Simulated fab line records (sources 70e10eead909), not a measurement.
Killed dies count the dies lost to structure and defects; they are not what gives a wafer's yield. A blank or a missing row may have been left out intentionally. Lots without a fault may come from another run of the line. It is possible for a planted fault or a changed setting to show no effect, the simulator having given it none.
A lot that was struck, set against a sound lot -- flow nand_harc -- 14 steps out of a route of 1302
Sound: these wafers, L480.3, L480.4, L480.6. Struck: wafer L485.3 (left out: L485.1, L485.5 of the same lot, which were not struck); the cause appears at the end.
At each step with rows: each side's tool, then ch and its chambers, then its first start. Under that, the readings that differ: sound wafers -- struck wafers -- difference of the means -- sigmas: that difference in standard deviations of wafers without a fault.
alike: readings with means less than 2 such deviations apart, plus words and numbers identical on both sides. not compared: withheld readings, readings lacking a value on some wafer, bounds such as >300 that could conceal the same value, and numbers that have no deviation in the record and whose values overlap.
A row with sigmas, a row that says differs or no value, or rows on one side alone: a step with any of these is where the two part. Numbers that have no deviation but don't overlap get no sigmas and don't part them. A reading that every wafer of one side lacks parts them only if that side has two wafers or more.

NHARC_A_STAIRCASE_DESCUM_291: chemistry O2, time 3 s.
  sound on rie_diel-01 ch 1,3, day 18 02:17; struck on rie_diel-13 ch 2, day 19 19:02
  alike: drypump_motor_current_A, oes_product_au, rf_vpp_V, showerhead_plenum_p_Torr, throttle_valve_pct
  not compared: rf_hours_counter_h
NHARC_A_STAIRCASE_ETCH_292: etches the open film in CF4/CHF3.
  sound on rie_diel-01 ch 1,3, day 18 02:24; struck on rie_diel-13 ch 2, day 19 19:07
  alike: drypump_motor_current_A, oes_product_au, rf_vpp_V, showerhead_plenum_p_Torr, throttle_valve_pct
  not compared: rf_hours_counter_h
NHARC_A_STAIRCASE_HM_OPEN_460: chemistry O2/COS.
  sound: rie_diel-01 ch 0,1,3; struck: rie_diel-13 ch 0
  alike: drypump_motor_current_A, oes_product_au, rf_vpp_V, showerhead_plenum_p_Torr, throttle_valve_pct
  not compared: rf_hours_counter_h
then, 1 step without rows for these wafers: NHARC_A_STAIRCASE_STRIP_461 (strips in O2/COS).
NHARC_A_STAIRCASE_ETCH_452: etches the open film in CF4/O2, target depth 30 nm, overetch 3 nm, time 16.5 s.
  sound: rie_diel-01 ch 0,3; struck: rie_diel-13 ch 1
  alike: drypump_motor_current_A, oes_product_au, rf_vpp_V, showerhead_plenum_p_Torr, throttle_valve_pct
  not compared: rf_hours_counter_h
NHARC_A_STAIRCASE_ETCH_294: etches the open film in C4F8/O2/Ar, target depth 4989 nm, time 1211.6 s.
  sound: rie_diel-01 ch 0,1,3; struck: rie_diel-13 ch 0
  alike: oes_product_au, rf_vpp_V
  not compared: rf_hours_counter_h
then, 5 steps without rows for these wafers: NHARC_A_STAIRCASE_STRIP_295 (strips in O2); NHARC_A_STAIRCASE_STRIP_296 (strips in SPM, time 900 s); NHARC_A_STAIRCASE_PRECLEAN_297 (cleans in SC1); NHARC_A_STAIRCASE_SRD_298; NHARC_A_STAIRCASE_HM_DEP_462 (deposits aC, target thk 800 nm).
NHARC_A_STAIRCASE_DEP_301: deposits SiON, target thk 30 nm.
  sound on pecvd-03 ch 1,2, day 18 07:47; struck on pecvd-03 ch 0, day 20 01:38
reading,sound,struck,difference,sigmas
rf_fwd_power_W (W),350.2 348.9 350.5,208.0,-141.9,-99 or more
showerhead_vpp_V (V),1090 1213 1092,834,-298,-6
  alike: heater_power_w
then, 2 steps without rows for these wafers: NHARC_A_STAIRCASE_DEHYDRATE_302 (time 120 s); NHARC_END_SORT_01.

== WHERE THEY PART ==
At NHARC_A_STAIRCASE_DEP_301 and nowhere else, as far as this record goes.

WHY: what had been put in by the simulator
pecvd-03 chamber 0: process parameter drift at NHARC_A_STAIRCASE_DEP_301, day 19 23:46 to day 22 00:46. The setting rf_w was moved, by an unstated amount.
